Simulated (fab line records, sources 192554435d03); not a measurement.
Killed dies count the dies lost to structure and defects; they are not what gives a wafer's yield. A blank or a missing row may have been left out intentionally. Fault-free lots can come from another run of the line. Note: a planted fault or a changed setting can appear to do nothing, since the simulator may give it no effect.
Split-lot trial -- flow n5-finfet -- on a route of 1938 steps: 7 lots, 39 wafers read

## ABOUT THE SPLIT
At N5_BEOL_M9_DEP_56 (deposits SiCN from 3MS/NH3, target thk 15 nm, time 26.5 s), the setting target-thk-a was moved away from the recipe's 150 angstrom on 18 of the 39 wafers read, by -49.6% to +32.0%. For the rest of the wafers, this setting stayed at what the recipe calls for.

The reading is taken at the split's own step.

## THE READING
SiCN_of_BEOL_M9_DEP_56.thk-nm (the simulator's own value, which no gauge read), in nm, at N5_BEOL_M9_DEP_56 (deposits SiCN from 3MS/NH3, target thk 15 nm, time 26.5 s). No usual value for it is given in the file. Here, 21 wafers ran the recipe; their average is 14.9 nm with a standard deviation of 0.24 nm.

wafer,"tool, chamber at the split","target-thk-a as run, angstrom",against the recipe,"SiCN_of_BEOL_M9_DEP_56.thk-nm, nm",against lot-mates on the recipe
L081.1,"pecvd-01, 0",103.8,-30.8%,10,-4.7
L081.2,"pecvd-01, 1",150,recipe,14.4,-
L081.3,"pecvd-01, 0",150,recipe,14.6,-
L081.4,"pecvd-01, 1",103.8,-30.8%,10.2,-4.5
L081.6,"pecvd-01, 1",103.8,-30.8%,10.2,-4.5
L081.5,"pecvd-01, 0",150,recipe,15,-
L086.1,"pecvd-04, 1,0",97.77,-34.8%,9.8,-5.3
L086.3,"pecvd-04, 1,0",97.77,-34.8%,9.8,-5.3
L086.2,"pecvd-04, 2,0",150,recipe,15,-
L086.4,"pecvd-04, 2,0",150,recipe,15,-
L086.5,"pecvd-04, 1",97.77,-34.8%,10,-5.1
L086.6,"pecvd-04, 2",150,recipe,15.2,-
L090.1,"pecvd-03, 2",150,recipe,15.2,-
L090.2,"pecvd-03, 1,0",150,recipe,15,-
L090.3,"pecvd-03, 1,0",150,recipe,15,-
L090.4,"pecvd-03, 1",184.1,+22.7%,18.6,+3.5
L090.5,"pecvd-03, 2",184.1,+22.7%,18.8,+3.7
L090.6,"pecvd-03, 0",184.1,+22.7%,18.4,+3.3
L089.1,"pecvd-03, 2",150,recipe,15.2,-
L089.4,"pecvd-03, 2",150,recipe,15.2,-
L089.3,"pecvd-03, 0",150,recipe,15,-
L094.1,"pecvd-01, 1,0",150,recipe,14.6,-
L094.3,"pecvd-01, 1,0",150,recipe,14.6,-
L094.2,"pecvd-01, 2",198,+32.0%,19.6,+4.9
L094.4,"pecvd-01, 0,2",198,+32.0%,19.8,+5.1
L094.5,"pecvd-01, 0,2",198,+32.0%,19.8,+5.1
L094.6,"pecvd-01, 1",150,recipe,15,-
L095.1,"pecvd-03, 0",150,recipe,14.8,-
L095.2,"pecvd-03, 2",150,recipe,15,-
L095.3,"pecvd-03, 1",75.67,-49.6%,7.4,-7.7
L095.4,"pecvd-03, 2",150,recipe,15.4,-
L095.5,"pecvd-03, 1",75.67,-49.6%,7.6,-7.5
L095.6,"pecvd-03, 0",75.67,-49.6%,7.8,-7.3
L097.1,"pecvd-03, 0",150,recipe,14.8,-
L097.6,"pecvd-03, 0",150,recipe,14.8,-
L097.2,"pecvd-03, 1",107.7,-28.2%,10.6,-4.3
L097.5,"pecvd-03, 1",107.7,-28.2%,10.6,-4.3
L097.3,"pecvd-03, 2",107.7,-28.2%,10.8,-4.1
L097.4,"pecvd-03, 2",150,recipe,15,-
Rows listing several chambers each stand for several wafers; the file does not say which wafer went through which chamber.

FIT RESULTS
A straight line over all 39 wafers: SiCN_of_BEOL_M9_DEP_56.thk-nm changes by +0.151 nm for each +1% of target-thk-a; r = +1.00; the points scatter about the line by 0.22 nm.
The same after taking each lot's own level away (the mean of its wafers on the recipe; 39 wafers): +0.151 nm for each +1%; r = +1.00; scatter 0.16 nm.
On that fit, the largest move of target-thk-a shifts the reading by 7.5 nm.
The span of the lots' own levels, 14.67 to 15.13 nm, comes to 1.9 times the standard deviation stated above.
Consequently the slope shifts little with the lot-to-lot level, the two slopes agreeing.
Check: -7.44 nm against its lot-mates is what the line predicts for one of the wafers moved furthest among these (-49.6%) when that wafer is left out of the fit. It came out at -7.67 nm against them.

## THE OTHER SPLITS THESE WAFERS WENT THROUGH
Other splits were also applied to these wafers ahead of the reading. Each is held against what the fit with the lots' levels taken away leaves over:
other split on the same wafers,wafers away from the commonest value,r with SiCN_of_BEOL_M9_DEP_56.thk-nm (lot level and that fit taken away)
N5_BEOL_M0_SAQP_DESCUM_45 time-s,15,+0.13
N5_BEOL_M5_CVD_47 target-thk-a,12,+0.12
N5_BEOL_M7_TRENCH_ETCH_37 target-depth-a,15,+0.09

## FILE'S OWN FIT
SiCN_of_BEOL_M9_DEP_56.thk-nm changes by +0.151 nm for each +1% of target-thk-a, r = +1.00.
